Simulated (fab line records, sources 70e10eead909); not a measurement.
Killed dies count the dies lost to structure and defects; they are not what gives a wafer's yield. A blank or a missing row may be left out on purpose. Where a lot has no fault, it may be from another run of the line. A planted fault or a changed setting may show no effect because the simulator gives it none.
Matching of chambers	flow nand harc	NHARC_A_BLC_STRIP_29 on rie diel-07: 4 sister chambers
The step strips in CF4. 14 wafers are shown with their chamber, then 7 later ones without.

## WAFERS, EACH WITH ITS CHAMBER
wafer	chamber	drypump motor current A (A)	throttle valve pct (%)	oes product au (a.u.)
L686.1	3	5.3	13.287	1.003
L686.3	1	6.4	13.277	0.999
L686.4	0	5.5	13.285	1.000
L692.2	1	6.4	13.296	1.000
L692.6	0	5.4	13.288	0.984
L693.2	3	5.3	13.277	1.000
L693.6	0	5.4	13.298	0.998
L694.1	0	5.4	13.279	0.989
L694.2	1	6.4	13.285	1.008
L701.1	1	6.4	13.281	0.990
L701.3	3	5.3	13.290	1.005
L701.6	0	5.4	13.275	0.989
L700.1	3	5.3	13.285	0.996
L700.3	2	5.7	13.270	0.991

SIGNATURES, as means of the wafers listed above
reading	chamber 0	chamber 1	chamber 2	chamber 3	scatter within a chamber
drypump motor current A	5.420	6.400	5.700	5.300	0.0283
throttle valve pct	13.28500	13.28475	13.27000	13.28475	0.00779
oes product au	0.99200	0.99925	0.99100	1.00100	0.00625
Rule: for a wafer and a chamber, the distance is found by dividing, reading by reading, the gap between the wafer's reading and the chamber's mean by the reading's scatter, squaring, summing and taking the root. The wafer belongs to the nearest chamber; if the next one is less than 2 further off, it can't be placed. The scatter: the root of (the sum of the squares of (reading less its chamber's mean) over the shown wafers, divided by (wafers less chambers)).

## WAFERS WITH NO CHAMBER GIVEN
wafer	drypump motor current A (A)	throttle valve pct (%)	oes product au (a.u.)
L700.5	5.3	13.294	0.997
L703.1	5.3	13.280	0.982
L703.4	6.4	13.267	0.987
L703.6	6.4	13.286	0.993
L707.2	5.3	13.300	0.999
L707.4	5.6	13.285	1.011
L707.5	5.3	13.280	0.989

## THE CHAMBER EACH PASSED THROUGH
wafer	from the rows above	in truth
L700.5	3	3
L703.1	can't be placed: 3 or 0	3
L703.4	1	1
L703.6	1	1
L707.2	3	3
L707.4	can't be placed: 2 or 0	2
L707.5	3	3
Correctly placed: 5 of 7. Cannot be placed on the basis of these rows: 2; the candidates contain the true chamber in 2. 0 placed wrongly.
